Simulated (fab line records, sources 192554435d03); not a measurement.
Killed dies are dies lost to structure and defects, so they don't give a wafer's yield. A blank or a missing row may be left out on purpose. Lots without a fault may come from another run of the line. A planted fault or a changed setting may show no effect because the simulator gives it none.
Chamber matching | flow n5_finfet | N5_BEOL_M14_CMP_49 on cmp-02: 4 sister chambers
The step polishes, stops on SiO2, t overpolish 5.2 s, target thk 560 nm. 8 wafers are shown with their chamber, then 9 later ones without.

WAFERS WITH THEIR CHAMBER
wafer  | chamber | motor_current_A (A) | time_to_endpoint_s (s)
L090.1 | 2       | 7.9                 | 128
L090.2 | 3       | 7.2                 | 114
L094.2 | 2       | 7.6                 | 122
L094.3 | 0       | 8.8                 | 118
L094.5 | 1       | 8.9                 | 114
L092.1 | 1       | 8.7                 | 112
L092.3 | 0       | 8.5                 | 117
L092.4 | 3       | 7.4                 | 108

WAFERS WITHOUT THEIR CHAMBER
wafer  | motor_current_A (A) | time_to_endpoint_s (s)
L093.2 | 8.7                 | 114
L093.4 | 8.0                 | 123
L093.6 | 8.5                 | 114
L096.1 | 8.8                 | 124
L096.4 | 8.8                 | 123
L096.6 | 7.4                 | 118
L097.2 | 8.8                 | 117
L097.5 | 7.7                 | 117
L097.6 | 7.7                 | 132

WHICH CHAMBER EACH WENT THROUGH
wafer  | from the rows above     | in truth
L093.2 | can't be placed: 1 or 0 | 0
L093.4 | 2                       | 2
L093.6 | can't be placed: 0 or 1 | 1
L096.1 | can't be placed: 0 or 1 | 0
L096.4 | can't be placed: 0 or 1 | 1
L096.6 | can't be placed: 3 or 2 | 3
L097.2 | can't be placed: 0 or 1 | 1
L097.5 | can't be placed: 2 or 3 | 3
L097.6 | 2                       | 2
Placed correctly: 2 of 9. Can't be placed from these rows: 7 (the true chamber is among the candidates in 7). Placed wrongly: 0.
How it was worked out, from the rows above alone: a wafer's distance from a chamber is the root of the sum, over the readings, of the square of ((its reading less the chamber's mean) divided by the reading's scatter). The wafer belongs to the nearest chamber; if the next one is less than 2 further off, it can't be placed. A chamber's mean is the mean of its shown wafers. The scatter: the root of (the sum of the squares of (reading less its chamber's mean) over the shown wafers, divided by (wafers less chambers)).
